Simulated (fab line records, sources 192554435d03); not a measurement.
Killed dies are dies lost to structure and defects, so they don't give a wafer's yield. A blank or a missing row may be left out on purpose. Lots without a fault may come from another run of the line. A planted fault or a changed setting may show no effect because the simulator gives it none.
Which tool did it? | flow n5_finfet | 24 lots, 72 wafers sampled, at 2 steps of a route of 1938

WHAT THE GAUGES READ, wafer by wafer
N5_SDB_THK_MEAS_31.
lot  | measured    | on            | SDB_THK (nm)
L074 | day 4 00:31 | film_metro-02 | 63.0 65.3 65.4
L075 | day 4 05:20 | film_metro-01 | 63.9 63.3 64.6
L076 | day 4 11:26 | film_metro-01 | 63.0 64.2 65.5
L077 | day 4 18:47 | film_metro-01 | 65.3 64.4 64.6
L078 | day 5 00:20 | film_metro-01 | 65.0 65.2 62.3
L079 | day 5 07:54 | film_metro-01 | 65.2 66.4 63.7
L080 | day 5 13:28 | film_metro-01 | 64.0 63.2 62.4
L081 | day 5 22:03 | film_metro-02 | 63.9 65.4 64.8
L082 | day 6 03:11 | film_metro-01 | 64.3 64.6 65.7
L083 | day 6 11:40 | film_metro-02 | 63.8 64.8 62.6
L084 | day 6 20:18 | film_metro-02 | 64.1 65.1 64.9
L085 | day 7 00:23 | film_metro-01 | 65.4 64.4 64.6
L086 | day 7 03:17 | film_metro-01 | 63.5 65.3 64.1
L087 | day 7 07:49 | film_metro-01 | 65.4 64.2 64.4
L088 | day 7 11:52 | film_metro-01 | 65.4 65.2 65.2
L089 | day 7 18:47 | film_metro-01 | 63.0 65.0 64.1
L090 | day 7 20:26 | film_metro-01 | 63.3 63.6 63.8
L091 | day 8 06:01 | film_metro-01 | 66.1 65.2 65.1
L092 | day 8 15:04 | film_metro-02 | 63.5 64.2 63.7
L093 | day 8 15:47 | film_metro-01 | 62.8 63.0 62.9
L094 | day 8 22:46 | film_metro-01 | 63.5 65.3 62.3
L095 | day 9 03:05 | film_metro-02 | 62.0 63.5 62.9
L096 | day 9 07:09 | film_metro-01 | 63.1 63.7 65.6
L097 | day 9 15:48 | film_metro-01 | 64.8 63.8 65.8

N5_HKMG_FIN_CD_MEAS_49: target cd 202 nm.
lot  | measured    | on        | cd_nm (nm)
L074 | day 4 02:23 | cd_sem-01 | 200.7 201.5 201.2
L075 | day 4 07:06 | cd_sem-03 | 202.2 201.6 201.0
L076 | day 4 13:12 | cd_sem-03 | 202.3 201.1 201.0
L077 | day 4 20:47 | cd_sem-03 | 202.5 202.2 203.0
L078 | day 5 01:50 | cd_sem-02 | 201.9 202.9 202.6
L079 | day 5 09:43 | cd_sem-03 | 201.3 203.0 202.2
L080 | day 5 14:56 | cd_sem-03 | 203.0 203.0 202.9
L081 | day 5 23:32 | cd_sem-02 | 201.9 202.4 201.8
L082 | day 6 04:59 | cd_sem-03 | 201.5 202.2 201.3
L083 | day 6 13:08 | cd_sem-01 | 201.8 202.1 201.6
L084 | day 6 22:11 | cd_sem-01 | 202.1 201.3 201.4
L085 | day 7 02:01 | cd_sem-01 | 201.9 202.8 202.9
L086 | day 7 05:14 | cd_sem-03 | 202.0 201.6 202.9
L087 | day 7 09:25 | cd_sem-02 | 201.0 203.3 201.0
L088 | day 7 13:36 | cd_sem-02 | 202.2 203.5 202.5
L089 | day 7 20:13 | cd_sem-01 | 203.2 202.6 201.6
L090 | day 7 21:53 | cd_sem-02 | 200.7 201.8 200.5
L091 | day 8 07:35 | cd_sem-03 | 201.2 201.6 202.4
L092 | day 8 16:42 | cd_sem-03 | 202.2 202.1 200.9
L093 | day 8 17:22 | cd_sem-03 | 202.6 202.8 202.4
L094 | day 9 00:22 | cd_sem-01 | 202.5 201.8 202.1
L095 | day 9 04:38 | cd_sem-01 | 201.7 201.0 201.7
L096 | day 9 08:43 | cd_sem-01 | 201.4 202.4 202.1
L097 | day 9 17:36 | cd_sem-03 | 203.0 201.6 201.7

WHICH TOOL RAN EACH LOT (tool, then ch and the chambers of the sampled wafers, then the start)
The record holds no process step before these readings.

WHAT THE TOOLS THEMSELVES READ (means of the sampled wafers that have a number; where no wafer has one, the mark that the record gives instead)
The record holds no such reading with a usual standard deviation.

THE ANSWER, worked out from the rows above alone
Rule: what is usual is taken from the lots themselves. Put in order of their means at a reading, lots are off if they are a third of the lots or fewer, leave a main group of 4 or more, and stand apart from it by a gap of 3 or more times the standard deviation of the main group's means; of several such gaps the widest counts. A main group whose means are all the same, to the digits that the tables above print for the reading, isn't used. A lot without any number at a reading at which 4 lots or more have one is off too. The other lots that the step has rows for count as sound. The gauges are gone through in route order, then the tools' own readings, and for those a lot's mean is taken as printed above. The first step at which some lot is off is used, and at that step the reading that is off furthest; a lot without a number counts as furthest.
No lot is off at any reading shown: from this, nothing can be told.

WHAT THE SIMULATOR HAD PUT IN
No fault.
